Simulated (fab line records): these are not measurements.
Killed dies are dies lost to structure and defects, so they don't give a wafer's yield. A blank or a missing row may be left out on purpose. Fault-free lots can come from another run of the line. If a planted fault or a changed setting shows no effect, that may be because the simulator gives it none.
What tool caused it?    flow n5Finfet    27 wafers from 9 lots sampled at 6 of the route's 1938 steps

WHAT EACH GAUGE READ, for each wafer
N5_BEOL_M1_RS_MEAS_58: a four-point-probe measurement. Usual: M1_RS typically reads 0.67 ohm/sq, with standard deviation 0.032.
lot   measured      on            M1_RS (ohm/sq)  flag
L970  day 6 13:29   filmMetro-02  0.72 0.70 0.68  
L981  day 9 06:57   filmMetro-02  0.69 0.67 0.64  
L982  day 9 15:51   filmMetro-01  0.69 0.61 0.61  
L984  day 9 23:43   filmMetro-02  0.69 0.66 0.65  
L987  day 10 19:34  filmMetro-01  0.71 0.65 0.70  
L989  day 11 05:20  filmMetro-01  0.63 0.63 0.64  
L991  day 11 16:54  filmMetro-02  0.68 0.68 0.63  
L992  day 11 20:05  filmMetro-01  0.68 0.64 0.65  
L993  day 12 14:10  filmMetro-02  0.63 0.67 0.64  

N5_BEOL_M2_THK_MEAS_01. Usual: M2_ILD_THK typically reads 78.7 nm, with standard deviation 0.98.
lot   measured      on            M2_ILD_THK (nm)  flag
L970  day 6 13:38   filmMetro-01  77.7 78.5 79.3   
L981  day 9 07:06   filmMetro-01  78.0 124.5 79.5  OFF
L982  day 9 16:00   filmMetro-01  78.2 79.3 79.5   
L984  day 9 23:50   filmMetro-02  77.9 77.6 78.9   
L987  day 10 19:41  filmMetro-01  79.4 79.5 80.4   
L989  day 11 05:28  filmMetro-01  78.0 79.4 80.6   
L991  day 11 17:02  filmMetro-01  78.7 78.7 78.2   
L992  day 11 20:13  filmMetro-02  78.7 78.2 79.7   
L993  day 12 14:18  filmMetro-02  79.6 79.5 81.0   

N5_BEOL_M4_RC_MEAS_101. Usual: DIBL_N 36.5 mV/V, standard deviation 1.4; DIBL_P 36.6 mV/V, standard deviation 1.6; IOFF_N 0.160 nA/um, standard deviation 0.024; IOFF_P 0.217 nA/um, standard deviation 0.029; ION_N 674 uA/um, standard deviation 8.7; ION_P 464 uA/um, standard deviation 6.5; SS_N 71.6 mV/dec, standard deviation 0.47; SS_P 73.4 mV/dec, standard deviation 0.57; VT_N 250.0 mV, standard deviation 2.5; VT_P -250 mV, standard deviation 3.1.
lot   measured      on         DIBL_N (mV/V)   DIBL_P (mV/V)   IOFF_N (nA/um)     IOFF_P (nA/um)     ION_N (uA/um)  ION_P (uA/um)  SS_N (mV/dec)   SS_P (mV/dec)   VT_N (mV)          VT_P (mV)       flag
L970  day 7 23:13   prober-02  38.0 39.3 36.9  37.7 38.8 36.6  0.172 0.190 0.149  0.236 0.250 0.218  676 676 673    466 466 468    71.7 72.2 71.5  72.8 73.7 73.6  250.4 247.5 252.5  -248 -247 -250  
L981  day 11 02:08  prober-02  39.2 38.9       39.4 39.0       0.188 0.170        0.213 0.197        679 674        461 455        72.3 72.2       74.0 74.6       248.0 250.9        -251 -254       
L982  day 11 04:09  prober-01  35.7 37.9 36.0  35.4 37.3 35.4  0.134 0.174 0.140  0.212 0.239 0.210  666 681 675    469 465 468    70.7 72.1 71.0  72.5 73.1 72.9  251.2 249.5 249.9  -249 -246 -249  
L984  day 11 20:25  prober-02  36.8 36.1 36.4  37.4 36.8 36.4  0.157 0.154 0.155  0.227 0.219 0.219  668 678 678    458 468 469    72.0 71.6 70.4  74.0 73.4 73.7  251.6 250.2 251.5  -247 -249 -249  
L987  day 12 06:28  prober-02  35.3 36.1 35.7  34.2 35.6 35.5  0.112 0.127 0.127  0.167 0.185 0.185  653 663 666    454 462 462    71.0 71.2 71.4  72.3 73.1 73.3  253.4 254.9 253.7  -255 -252 -252  
L989  day 13 00:58  prober-02  36.2 35.5 36.5  36.9 36.7 37.8  0.150 0.149 0.161  0.209 0.202 0.225  667 673 674    461 465 464    72.2 71.7 72.0  73.3 73.1 73.4  252.9 250.4 252.8  -251 -252 -250  
L991  day 12 22:23  prober-01  35.9 34.7 35.5  35.8 34.1 34.8  0.153 0.133 0.139  0.224 0.208 0.221  681 670 662    465 466 465    71.5 70.7 71.4  73.0 73.3 73.3  249.2 252.9 250.5  -249 -246 -246  
L992  day 13 13:08  prober-01  35.8 34.8 37.9  38.6 37.1 40.1  0.164 0.143 0.199  0.217 0.193 0.236  677 677 686    454 461 458    71.6 70.9 73.0  73.5 73.4 74.4  248.1 252.1 248.2  -249 -250 -249  
L993  day 13 16:08  prober-02  37.0 36.4 36.7  36.3 36.3 36.4  0.169 0.166 0.173  0.218 0.213 0.222  677 682 680    459 464 464    72.2 71.4 72.0  72.9 74.0 73.8  249.2 247.6 247.2  -251 -252 -249  

WHAT TOOL EACH LOT RAN ON (gives the tool, then ch and the chambers of the sampled wafers, and finally the start)
lot   N5_BEOL_M1_SPUTTER_88        N5_BEOL_M1_PRE_CLEAN_60          N5_BEOL_M2_ILD_DEP_00
L970  pvdSputter-02, day 6 11:29   cvdCo-02 ch 0,2, day 6 13:11     pecvd-02 ch 0,1, day 6 13:32
L981  pvdSputter-01, day 9 04:59   cvdCo-01 ch 0,1, day 9 06:41     pecvd-03 ch 0,2, day 9 07:01
L982  pvdSputter-01, day 9 13:55   cvdCo-02 ch 0,1,2, day 9 15:37   pecvd-04 ch 1,2, day 9 15:56
L984  pvdSputter-01, day 9 21:47   cvdCo-02 ch 0,1,2, day 9 23:29   pecvd-04 ch 1,2, day 9 23:46
L987  pvdSputter-03, day 10 17:36  cvdCo-01 ch 0,1, day 10 19:20    pecvd-02 ch 0,1,2, day 10 19:37
L989  pvdSputter-01, day 11 03:23  cvdCo-01 ch 1,2, day 11 05:07    pecvd-02 ch 1,2, day 11 05:23
L991  pvdSputter-01, day 11 14:58  cvdCo-01 ch 0,1,2, day 11 16:40  pecvd-04 ch 0,1,2, day 11 16:58
L992  pvdSputter-03, day 11 18:05  cvdCo-02 ch 0,1, day 11 19:51    pecvd-03 ch 0,2, day 11 20:09
L993  pvdSputter-02, day 12 12:15  cvdCo-01 ch 0,2, day 12 13:57    pecvd-03 ch 1,2, day 12 14:14
- N5_BEOL_M1_SPUTTER_88: material Cu, target thk 4.5 nm, time 8.29 s.
- N5_BEOL_M1_PRE_CLEAN_60: time 15 s.
- N5_BEOL_M2_ILD_DEP_00: deposits SiOC from DEMS/O2, target thk 79 nm, time 15.3 s.

WHAT THE TOOLS THEMSELVES READ (means of the sampled wafers that have a number; where no wafer has one, the mark that the record gives instead)
N5_BEOL_M1_SPUTTER_88. Usual: throttleValvePct at 30.2 %, with a standard deviation of 1.1.
lot   tool           throttleValvePct (%)  flag
L970  pvdSputter-02  29.6                  
L981  pvdSputter-01  29.7                  
L982  pvdSputter-01  30.0                  
L984  pvdSputter-01  30.0                  
L987  pvdSputter-03  30.5                  
L989  pvdSputter-01  29.8                  
L991  pvdSputter-01  29.9                  
L992  pvdSputter-03  30.3                  
L993  pvdSputter-02  29.0                  

N5_BEOL_M1_PRE_CLEAN_60. Usual: heaterPowerOuterW 25 W, standard deviation 10; heaterPowerW 93 W, standard deviation 17; rfFwdPowerW 296.7 W, standard deviation 1.3.
lot   tool      heaterPowerOuterW (W)  heaterPowerW (W)  rfFwdPowerW (W)  flag
L970  cvdCo-02  14                     80                296.2            
L981  cvdCo-01  38                     116               295.9            
L982  cvdCo-02  19                     84                296.8            
L984  cvdCo-02  19                     84                297.0            
L987  cvdCo-01  40                     118               295.3            
L989  cvdCo-01  34                     110               295.0            
L991  cvdCo-01  33                     108               296.1            
L992  cvdCo-02  20                     77                297.4            
L993  cvdCo-01  28                     97                296.4            

N5_BEOL_M2_ILD_DEP_00. Usual: heaterPowerOuterW 271 W, standard deviation 45; heaterPowerW 494 W, standard deviation 64; rfFwdPowerW 494.4 W, standard deviation 2.1; showerheadPlenumPTorr 5.690 Torr, standard deviation 0.017; throttleValvePct 11.9 %, standard deviation 0.7.
lot   tool      heaterPowerOuterW (W)  heaterPowerW (W)  rfFwdPowerW (W)  showerheadPlenumPTorr (Torr)  throttleValvePct (%)  flag
L970  pecvd-02  280                    471               493.3            5.701                         12.4                  
L981  pecvd-03  251                    506               493.7            5.680                         11.5                  
L982  pecvd-04  308                    564               497.1            5.683                         11.4                  
L984  pecvd-04  299                    546               495.3            5.689                         11.3                  
L987  pecvd-02  262                    453               494.0            5.689                         11.9                  
L989  pecvd-02  225                    410               493.5            5.698                         12.1                  
L991  pecvd-04  250                    472               493.8            5.693                         11.4                  
L992  pecvd-03  250                    506               494.6            5.687                         11.6                  
L993  pecvd-03  276                    490               494.4            5.700                         12.7                  

THE ANSWER, worked out from the rows above alone
Rule: a lot counts as off when the mean over its wafers that have a number is more than 3 standard deviations away from the usual mean. Also off: a lot with no number at a reading for which 4 or more lots have one. All remaining lots with rows at the step are treated as sound. First the gauges in route order, then the tools' own readings, where a lot's mean is used as printed above. At the first step where some lot is off, the reading lying furthest off is the one used; lots without a number count as furthest.
Off: L981, seen at N5_BEOL_M2_THK_MEAS_01 (M2_ILD_THK).
A tool fits if, at a process step before that reading, it ran every lot that is off, and no sound lot after the first of them. Those tools and the gauges at N5_BEOL_M2_THK_MEAS_01 are tried in the same way. None of those tried fits.

WHAT WAS PUT IN BY THE SIMULATOR
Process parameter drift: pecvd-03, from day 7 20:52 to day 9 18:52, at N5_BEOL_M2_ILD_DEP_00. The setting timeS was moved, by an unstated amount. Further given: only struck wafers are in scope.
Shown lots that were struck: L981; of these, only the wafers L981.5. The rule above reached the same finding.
